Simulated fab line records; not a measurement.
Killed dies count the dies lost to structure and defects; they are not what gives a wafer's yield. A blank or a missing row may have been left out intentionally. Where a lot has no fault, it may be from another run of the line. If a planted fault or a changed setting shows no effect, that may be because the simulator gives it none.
Which tool was responsible?	flow n5-finfet	24 lots with 72 wafers sampled at 6 steps, on a route of 1938 steps

## WHAT THE GAUGES READ, wafer by wafer
N5_BEOL_M5_THK_MEAS_01.
lot	measured	on	M5_ILD_THK (nm)
L074	day 7 20:31	film-metro-02	121.0 120.3 119.6
L075	day 8 05:42	film-metro-02	120.9 120.8 121.4
L076	day 8 13:06	film-metro-01	118.3 120.3 120.4
L077	day 8 14:41	film-metro-01	120.3 121.4 122.8
L078	day 8 19:36	film-metro-02	119.3 121.6 120.3
L079	day 9 01:37	film-metro-01	118.1 119.4 121.0
L080	day 9 05:36	film-metro-01	117.5 119.7 120.4
L082	day 9 18:31	film-metro-01	120.5 122.0 122.3
L081	day 9 22:07	film-metro-01	118.5 121.0 121.3
L083	day 10 04:01	film-metro-01	122.0 122.1 125.1
L084	day 10 09:14	film-metro-02	119.0 118.0 121.1
L086	day 10 12:34	film-metro-02	120.1 120.5 121.1
L087	day 11 03:48	film-metro-02	123.4 121.9 121.0
L085	day 11 04:17	film-metro-02	120.6 120.9 120.9
L088	day 11 05:22	film-metro-02	119.5 120.6 121.6
L089	day 11 09:08	film-metro-02	119.0 120.2 120.7
L090	day 12 05:12	film-metro-02	121.4 123.7 123.9
L091	day 12 09:55	film-metro-02	119.9 120.3 121.8
L092	day 12 14:15	film-metro-01	120.8 119.6 120.5
L093	day 12 17:13	film-metro-02	119.6 120.4 123.1
L094	day 12 20:25	film-metro-02	121.9 122.4 124.2
L095	day 13 05:46	film-metro-02	122.9 123.6 123.7
L096	day 13 13:20	film-metro-01	118.9 121.9 121.0
L097	day 13 13:30	film-metro-02	123.2 123.4 121.4

N5_BEOL_M5_CD_MEAS_11 targets a cd of 27.74 nm.
lot	measured	on	cd-nm (nm)
L074	day 7 23:08	cd-sem-02	27.94 27.88 27.81
L075	day 8 06:50	cd-sem-03	27.69 27.70 27.66
L076	day 8 16:01	cd-sem-01	27.99 27.79 27.48
L077	day 8 16:20	cd-sem-02	27.67 28.06 27.61
L078	day 8 20:49	cd-sem-02	28.45 28.25 28.49
L079	day 9 03:10	cd-sem-01	27.42 27.64 28.02
L080	day 9 07:08	cd-sem-02	27.81 28.37 27.99
L082	day 9 20:28	cd-sem-02	27.77 27.67 27.84
L081	day 9 22:36	cd-sem-03	27.93 27.85 28.01
L083	day 10 05:03	cd-sem-01	27.76 27.82 28.13
L084	day 10 10:32	cd-sem-02	27.97 27.82 28.29
L086	day 10 13:56	cd-sem-01	27.86 28.42 27.81
L087	day 11 04:34	cd-sem-02	27.92 28.23 27.97
L085	day 11 05:07	cd-sem-01	28.29 28.54 27.97
L088	day 11 10:35	cd-sem-01	27.85 27.96 27.75
L089	day 11 10:48	cd-sem-03	27.94 27.81 28.39
L090	day 12 05:42	cd-sem-02	28.53 28.13 27.60
L091	day 12 11:13	cd-sem-03	28.08 27.45 28.14
L092	day 12 16:46	cd-sem-02	27.56 27.71 28.07
L093	day 12 18:29	cd-sem-02	27.85 27.53 28.04
L094	day 12 21:49	cd-sem-01	27.74 27.55 27.38
L095	day 13 06:46	cd-sem-02	27.71 28.14 27.87
L096	day 13 15:38	cd-sem-01	28.19 28.23 28.43
L097	day 13 15:51	cd-sem-02	27.53 27.93 27.57

## WHAT TOOL EACH LOT RAN ON (gives the tool, then ch and the chambers of the sampled wafers, and finally the start)
lot	N5_BEOL_M4_SPUTTER_79	N5_BEOL_M4_ANNEAL_82	N5_BEOL_M4_ANNEAL_95	N5_BEOL_M5_HM_DEP_02
L074	pvd-sputter-01, day 7 15:50	pvd-sputter-01, day 7 16:08	pvd-sputter-01, day 7 17:14	pvd-sputter-03, day 7 22:44
L075	pvd-sputter-03, day 8 01:02	pvd-sputter-03, day 8 01:20	pvd-sputter-03, day 8 02:26	pvd-sputter-02, day 8 06:26
L076	pvd-sputter-02, day 8 08:54	pvd-sputter-02, day 8 09:12	pvd-sputter-02, day 8 10:18	pvd-sputter-01, day 8 15:29
L077	pvd-sputter-01, day 8 09:17	pvd-sputter-01, day 8 09:35	pvd-sputter-01, day 8 10:41	pvd-sputter-01, day 8 15:57
L078	pvd-sputter-03, day 8 14:43	pvd-sputter-03, day 8 15:01	pvd-sputter-03, day 8 16:07	pvd-sputter-01, day 8 20:25
L079	pvd-sputter-01, day 8 21:26	pvd-sputter-01, day 8 21:44	pvd-sputter-01, day 8 22:50	pvd-sputter-03, day 9 02:38
L080	pvd-sputter-03, day 9 00:46	pvd-sputter-03, day 9 01:04	pvd-sputter-03, day 9 02:10	pvd-sputter-01, day 9 06:37
L082	pvd-sputter-03, day 9 14:11	pvd-sputter-03, day 9 14:29	pvd-sputter-03, day 9 15:35	pvd-sputter-01, day 9 19:57
L081	pvd-sputter-02, day 9 17:53	pvd-sputter-02, day 9 18:11	pvd-sputter-02, day 9 19:17	pvd-sputter-01, day 9 22:13
L083	pvd-sputter-01, day 9 23:48	pvd-sputter-01, day 10 00:06	pvd-sputter-01, day 10 01:12	pvd-sputter-02, day 10 04:39
L084	pvd-sputter-03, day 10 04:52	pvd-sputter-03, day 10 05:10	pvd-sputter-03, day 10 06:16	pvd-sputter-01, day 10 10:09
L086	pvd-sputter-01, day 10 08:22	pvd-sputter-01, day 10 08:40	pvd-sputter-01, day 10 09:46	pvd-sputter-02, day 10 13:32
L087	pvd-sputter-01, day 10 23:35	pvd-sputter-01, day 10 23:53	pvd-sputter-01, day 11 00:59	pvd-sputter-02, day 11 04:10
L085	pvd-sputter-03, day 10 23:44	pvd-sputter-03, day 11 00:02	pvd-sputter-03, day 11 01:08	pvd-sputter-02, day 11 04:44
L088	pvd-sputter-02, day 11 00:01	pvd-sputter-02, day 11 00:19	pvd-sputter-02, day 11 01:25	pvd-sputter-03, day 11 06:52
L089	pvd-sputter-03, day 11 04:56	pvd-sputter-03, day 11 05:14	pvd-sputter-03, day 11 06:20	pvd-sputter-01, day 11 09:14
L090	pvd-sputter-02, day 12 00:49	pvd-sputter-02, day 12 01:07	pvd-sputter-02, day 12 02:13	pvd-sputter-03, day 12 05:18
L091	pvd-sputter-03, day 12 05:43	pvd-sputter-03, day 12 06:01	pvd-sputter-03, day 12 07:07	pvd-sputter-03, day 12 10:41
L092	pvd-sputter-02, day 12 08:22	pvd-sputter-02, day 12 08:40	pvd-sputter-02, day 12 09:46	pvd-sputter-03, day 12 16:22
L093	pvd-sputter-03, day 12 12:54	pvd-sputter-03, day 12 13:12	pvd-sputter-03, day 12 14:18	pvd-sputter-01, day 12 17:58
L094	pvd-sputter-01, day 12 16:15	pvd-sputter-01, day 12 16:33	pvd-sputter-01, day 12 17:39	pvd-sputter-01, day 12 21:26
L095	pvd-sputter-03, day 13 00:09	pvd-sputter-03, day 13 00:27	pvd-sputter-03, day 13 01:33	pvd-sputter-02, day 13 06:15
L096	pvd-sputter-03, day 13 09:09	pvd-sputter-03, day 13 09:27	pvd-sputter-03, day 13 10:33	pvd-sputter-01, day 13 15:14
L097	pvd-sputter-01, day 13 09:19	pvd-sputter-01, day 13 09:37	pvd-sputter-01, day 13 10:43	pvd-sputter-01, day 13 15:20
- N5_BEOL_M4_SPUTTER_79: material Cu, target thk 4.5 nm, time 8.29 s.
- N5_BEOL_M4_ANNEAL_82: time 240 s.
- N5_BEOL_M4_ANNEAL_95: time 240 s.
- N5_BEOL_M5_HM_DEP_02: deposits TiN, target thk 20 nm.

## AS READ BY THE TOOLS THEMSELVES (means over the sampled wafers that have a number; for cases with no such wafer, the mark the record gives instead)
N5_BEOL_M4_SPUTTER_79.
lot	tool	throttle-valve-pct (%)
L074	pvd-sputter-01	30.5
L075	pvd-sputter-03	30.5
L076	pvd-sputter-02	30.3
L077	pvd-sputter-01	30.4
L078	pvd-sputter-03	30.1
L079	pvd-sputter-01	29.9
L080	pvd-sputter-03	30.0
L082	pvd-sputter-03	29.8
L081	pvd-sputter-02	29.6
L083	pvd-sputter-01	30.6
L084	pvd-sputter-03	30.1
L086	pvd-sputter-01	30.4
L087	pvd-sputter-01	29.7
L085	pvd-sputter-03	30.2
L088	pvd-sputter-02	29.1
L089	pvd-sputter-03	30.1
L090	pvd-sputter-02	30.1
L091	pvd-sputter-03	30.3
L092	pvd-sputter-02	30.1
L093	pvd-sputter-03	30.0
L094	pvd-sputter-01	30.0
L095	pvd-sputter-03	30.2
L096	pvd-sputter-03	30.3
L097	pvd-sputter-01	29.8

N5_BEOL_M4_ANNEAL_82.
lot	tool	heater-power-w (W)
L074	pvd-sputter-01	861
L075	pvd-sputter-03	769
L076	pvd-sputter-02	827
L077	pvd-sputter-01	865
L078	pvd-sputter-03	753
L079	pvd-sputter-01	812
L080	pvd-sputter-03	812
L082	pvd-sputter-03	719
L081	pvd-sputter-02	819
L083	pvd-sputter-01	871
L084	pvd-sputter-03	728
L086	pvd-sputter-01	860
L087	pvd-sputter-01	880
L085	pvd-sputter-03	790
L088	pvd-sputter-02	821
L089	pvd-sputter-03	813
L090	pvd-sputter-02	846
L091	pvd-sputter-03	735
L092	pvd-sputter-02	849
L093	pvd-sputter-03	766
L094	pvd-sputter-01	859
L095	pvd-sputter-03	774
L096	pvd-sputter-03	739
L097	pvd-sputter-01	811

N5_BEOL_M4_ANNEAL_95.
lot	tool	heater-power-w (W)
L074	pvd-sputter-01	860
L075	pvd-sputter-03	776
L076	pvd-sputter-02	811
L077	pvd-sputter-01	860
L078	pvd-sputter-03	755
L079	pvd-sputter-01	809
L080	pvd-sputter-03	825
L082	pvd-sputter-03	714
L081	pvd-sputter-02	791
L083	pvd-sputter-01	851
L084	pvd-sputter-03	741
L086	pvd-sputter-01	882
L087	pvd-sputter-01	860
L085	pvd-sputter-03	792
L088	pvd-sputter-02	806
L089	pvd-sputter-03	807
L090	pvd-sputter-02	851
L091	pvd-sputter-03	753
L092	pvd-sputter-02	840
L093	pvd-sputter-03	766
L094	pvd-sputter-01	875
L095	pvd-sputter-03	784
L096	pvd-sputter-03	735
L097	pvd-sputter-01	807

N5_BEOL_M5_HM_DEP_02.
lot	tool	throttle-valve-pct (%)
L074	pvd-sputter-03	29.9
L075	pvd-sputter-02	30.1
L076	pvd-sputter-01	30.4
L077	pvd-sputter-01	30.0
L078	pvd-sputter-01	29.6
L079	pvd-sputter-03	29.7
L080	pvd-sputter-01	29.5
L082	pvd-sputter-01	29.7
L081	pvd-sputter-01	30.6
L083	pvd-sputter-02	29.7
L084	pvd-sputter-01	29.8
L086	pvd-sputter-02	30.0
L087	pvd-sputter-02	29.3
L085	pvd-sputter-02	30.7
L088	pvd-sputter-03	29.8
L089	pvd-sputter-01	30.6
L090	pvd-sputter-03	30.2
L091	pvd-sputter-03	29.9
L092	pvd-sputter-03	30.2
L093	pvd-sputter-01	29.4
L094	pvd-sputter-01	29.6
L095	pvd-sputter-02	30.3
L096	pvd-sputter-01	30.0
L097	pvd-sputter-01	29.7

## THE ANSWER, worked out from the rows above alone
Rule: the usual values come from the lots themselves. The widest of any qualifying gaps counts: lots, ordered by their means at a reading, are off when they make up no more than a third of the lots, leave a main group of 4 or more, and stand apart from it by 3 or more times the standard deviation of that group's means. A main group whose means are all the same, to the digits that the tables above print for the reading, isn't used. A lot without any number at a reading at which 4 lots or more have one is off too. The other lots that the step has rows for count as sound. After the gauges, taken in route order, come the tools' own readings; for these a lot's mean is taken, as printed above. At the first step where some lot is off, the reading lying furthest off is the one used; lots without a number count as furthest.
Nothing can be told from this: no lot is off at any reading shown.

## WHAT THE SIMULATOR HAD PUT IN
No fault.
